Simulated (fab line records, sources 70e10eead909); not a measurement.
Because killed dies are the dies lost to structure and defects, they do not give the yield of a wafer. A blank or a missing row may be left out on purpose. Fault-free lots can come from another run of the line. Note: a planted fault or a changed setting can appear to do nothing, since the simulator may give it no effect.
Code-filled problem report in 8D (eight disciplines) form | flow nand-harc | the parts of the form that need people (team, actions taken, sign-off) are left out

1. THE ISSUE
Mean VT_DECK2_TOP at NHARC_END_WLT_00: 0.975 over 6 wafers in 2 lots; fault-free wafers: 0.896, standard deviation 0.0076. That is +10 standard deviations from the usual mean.
First observed at day 32 12:25: wafer L341.2, on prober-01. The record holds 30 wafers of 10 lots with a number at this step. Rule for "out" (also "out of limits"): further than 4 standard deviations from the usual mean. The rest of the wafers with a number are treated as sound.

2. WHAT IT IS; WHAT IT IS NOT
question                    | is                                                                                                                                                                               | is not
which readings at this step | VT_DECK2_TOP, VT_DECK2_BOTTOM, VT_DECK2_BOTTOM_INNER, VT_DECK2_MEDIAN_NEAR_BOTTOM, VT_DECK2_MEDIAN_NEAR_BOTTOM_INNER, VT_DECK2_MIDDLE, VT_DECK2_MIDDLE_INNER, VT_DECK2_TOP_INNER | VT_DECK1_BOTTOM, VT_DECK1_BOTTOM_INNER, VT_DECK1_MEDIAN_NEAR_BOTTOM, VT_DECK1_MIDDLE_INNER
which lots                  | L340, L341                                                                                                                                                                       | L324, L326, L328, L333, L334, L337, L339, L345
which wafers of those lots  | all that have a number                                                                                                                                                           | -
read on which gauges        | prober-01, prober-02                                                                                                                                                             | -
when                        | from day 32 12:25                                                                                                                                                                | up to then (21 sound wafers); but 3 sound wafers of L345 came after

3. THE SUSPECTS, EACH WITH WHAT RULES IT OUT
Counting: a tool stays on the suspect list if, at a process step up to the reading, it processed all lots that are out and no sound lot following the first of them.
- the gauge at NHARC_END_WLT_00: ruled out. Those wafers that are out were read across 2 gauges (prober-01, prober-02).
- lpcvd-poly-03 at NHARC_A_CHANNEL_FILL_D2_CVD_05 (deposits poly-Si, target thk 5 nm): kept. It processed each lot that is out, first L340 at day 21 18:26, and no sound lot thereafter; up to then, the last sound lot it processed was L339 at day 21 05:13.
- rie-diel-13 at NHARC_THIN_TSV_ETCH_44 (etches the open film in CF4/O2, target depth 1594.2 nm, time 797.1 s): kept. It processed each lot that is out, first L341 at day 31 13:59, and no sound lot thereafter; up to then, the last sound lot it processed was L334 at day 28 21:37.
What counting leaves: lpcvd-poly-03 at NHARC_A_CHANNEL_FILL_D2_CVD_05 and rie-diel-13 at NHARC_THIN_TSV_ETCH_44.

4. THE CAUSE (what the simulator had put in)
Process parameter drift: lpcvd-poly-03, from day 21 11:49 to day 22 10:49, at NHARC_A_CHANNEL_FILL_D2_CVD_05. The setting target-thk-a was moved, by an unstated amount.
Of the 2 suspects that counting leaves, this tool is one.

5. THE CHAIN OF EFFECTS, in route order
Rows list readings where the struck wafers' mean (over those with a number) sits beyond 3 standard deviations from the usual. Scope: only readings with a usual standard deviation given in the record; hours: median across lots of the time from each lot's start at the first step in this table that gives one to its start at this step; sigmas: change in usual standard deviations.
hours | step             | reading                           | usual | on struck wafers | change | sigmas
0     | NHARC_END_WLT_00 | VT_DECK2_BOTTOM                   | 0.871 | 0.935            | +0.064 | +8.0
0     | NHARC_END_WLT_00 | VT_DECK2_BOTTOM_INNER             | 0.871 | 0.938            | +0.067 | +8.2
0     | NHARC_END_WLT_00 | VT_DECK2_MEDIAN_NEAR_BOTTOM       | 0.872 | 0.941            | +0.069 | +9.3
0     | NHARC_END_WLT_00 | VT_DECK2_MEDIAN_NEAR_BOTTOM_INNER | 0.871 | 0.938            | +0.067 | +7.8
0     | NHARC_END_WLT_00 | VT_DECK2_MIDDLE                   | 0.884 | 0.956            | +0.072 | +9.1
0     | NHARC_END_WLT_00 | VT_DECK2_MIDDLE_INNER             | 0.884 | 0.952            | +0.068 | +9.4
0     | NHARC_END_WLT_00 | VT_DECK2_TOP                      | 0.896 | 0.975            | +0.079 | +10
0     | NHARC_END_WLT_00 | VT_DECK2_TOP_INNER                | 0.897 | 0.974            | +0.077 | +10

6. WHAT WOULD HAVE CAUGHT IT SOONER
265 hours passed between the start of the fault at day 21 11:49 and the first reading out of limits at a measuring or inspecting step in this record, taken at day 32 12:25.
An alarm limit of 4 standard deviations would not have fired on the tool readings at NHARC_A_CHANNEL_FILL_D2_CVD_05 for which the record gives a usual standard deviation, since none of them was out on any struck wafer.
By day 32 12:25, every lot that is out (2) had started NHARC_A_CHANNEL_FILL_D2_CVD_05 on lpcvd-poly-03. None of them would have been spared by holding the tool at that moment.
